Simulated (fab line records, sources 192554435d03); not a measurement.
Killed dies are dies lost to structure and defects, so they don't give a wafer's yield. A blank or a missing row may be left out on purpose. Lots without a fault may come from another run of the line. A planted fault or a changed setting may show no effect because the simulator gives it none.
A struck lot beside a sound one | flow n5_finfet | 24 steps out of a route of 1938
Sound: wafers L361.1, L361.4, L361.6. Struck: wafer L374.5. (L374.3, L374.6 of the same lot were not struck and are left out.) The cause comes at the end.
At each step with rows: each side's tool, then ch and its chambers, then its first start. Under that, the readings that differ: sound wafers | struck wafers | difference of the means | sigmas: that difference in standard deviations of wafers without a fault.
alike: readings whose means differ by less than 2 such deviations, and words and numbers that are the same on both sides. not compared: withheld readings, readings that some wafer has no value for, bounds like >300 that may hide the same value, and numbers for which the record gives no deviation and whose values overlap.
The two part at a step that has a row with sigmas, a row that says differs or no value, or rows on one side only. Numbers that don't overlap but have no deviation are shown without sigmas and don't part them. A reading that every wafer of one side lacks parts them only if that side has two wafers or more.

first, 10 steps without rows for these wafers: N5_SD_EPI_N_PRECLEAN_24 (cleans in O3/DIW, time 60 s); N5_SD_EPI_N_SRD_25 (time 30 s); N5_SD_EPI_N_PRECLEAN_49 (cleans in NF3:NH3, afs cycles 1, time 20 s, sublimation time 60 s); N5_SD_EPI_N_LINER_46 (material SiNx, target thk 3 nm); N5_SD_EPI_P_COAT_34 (time 60 s, resist thk 350 nm); N5_SD_EPI_P_COAT_35 (time 60 s, resist thk 35 nm); N5_SD_EPI_P_COAT_03 (resist thk 150 nm); N5_SD_EPI_P_EBR_05; N5_SD_EPI_P_SOFTBAKE_04 (time 60 s); N5_SD_EPI_P_EXPOSE_06 (exposes mask SD P BLK, target cd 240 nm).
N5_SD_EPI_P_PEB_07: peb time 60 s.
  sound on litho_track-03 ch 0, day 4 21:25; struck on litho_track-03 ch 0, day 8 00:24
  reading                  | sound             | struck | difference | sigmas
  heater_power_total_W (W) | 176.4 177.5 173.3 | 183.6  | +7.9       | +5
then, 1 step without rows for these wafers: N5_SD_EPI_P_DEVELOP_08 (develop time 30 s).
N5_SD_EPI_P_CD_MEAS_09: target cd 240 nm.
  sound on cd_sem-02 ch 0, day 4 21:28; struck on cd_sem-01 ch 0, day 8 00:28
  reading    | sound             | struck | difference | sigmas
  cd_nm (nm) | 239.8 238.9 239.9 | 237.1  | -2.4       | -3
N5_SD_EPI_P_DESCUM_14: chemistry O2, time 7.9 s.
  sound on rie_diel-06 ch 0,2,3, day 4 21:39; struck on rie_diel-06 ch 1, day 8 00:33
  reading                   | sound           | struck | difference | sigmas
  model.SD_EPI_P.cd_nm (nm) | 239.8 239 239.8 | 237.2  | -2.3       |
  alike: drypump_motor_current_A, oes_product_au, rf_vpp_V, showerhead_plenum_p_Torr, throttle_valve_pct
  not compared: rf_hours_counter_h
then, 7 steps without rows for these wafers: N5_SD_EPI_P_ETCH_36 (etches SiARC in CF4, target depth 45.5 nm, time 75.8 s); N5_SD_EPI_P_ETCH_37 (etches SOC in N2/H2, overetch 108 nm, time 486 s); N5_SD_EPI_P_STRIP_38 (strips in N2/H2); N5_SD_EPI_P_ETCHBACK_46 (etches SiNx in CH3F/O2, stops on SiO2, target depth 17.5 nm); N5_SD_EPI_P_ETCH_47 (etches SiOCN in CH3F/O2, target depth 25 nm); N5_SD_EPI_P_ETCH_16 (etches SiO2 in CHF3/O2, target depth 5 nm); N5_SD_EPI_P_STRIP_50 (strips in CHF3/O2).
N5_SD_EPI_P_SD_RECESS_17: chemistry HBr/Cl2/O2, target depth 39.1 nm, bt time 3 s.
  sound on rie_si-03 ch 0,2,3, day 4 22:20; struck on rie_si-01 ch 0, day 8 01:14
  reading                   | sound         | struck | difference | sigmas
  model.SD_EPI_P.cd_nm (nm) | 239 238 239.4 | 237.2  | -1.6       |
  alike: drypump_motor_current_A, oes_product_au, throttle_valve_pct
  not compared: rf_hours_counter_h
then, 1 step without rows for these wafers: N5_SD_EPI_P_WET_ETCH_45 (etches SiO2 in dHF, time 10.7 s, target depth 2 nm, rinse time 30 s).
-- the record jumps here: 5 days lie between the struck wafers' starts before and after (it left off in module SD_EPI_P and takes up again in module BEOL_M4, whose first step shown is number 1111 of the route) --
N5_BEOL_M4_RC_MEAS_101:
  sound on prober-01 ch 0, day 9 17:49; struck on prober-02 ch 0, day 12 21:16
  alike: DIBL_N, DIBL_P, IOFF_N, IOFF_P, ION_N, ION_P, SS_N, SS_P, VT_N, VT_P

WHERE THEY PART
First at N5_SD_EPI_P_PEB_07; last, within this record, at N5_SD_EPI_P_CD_MEAS_09. Later steps at which nothing parts them and some readings are alike: N5_SD_EPI_P_DESCUM_14, N5_SD_EPI_P_SD_RECESS_17, N5_BEOL_M4_RC_MEAS_101.

WHY: what the simulator had put in
Process parameter drift: litho_track-03, from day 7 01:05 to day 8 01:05, at N5_SD_EPI_P_PEB_07. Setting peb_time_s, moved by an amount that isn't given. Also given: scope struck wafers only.
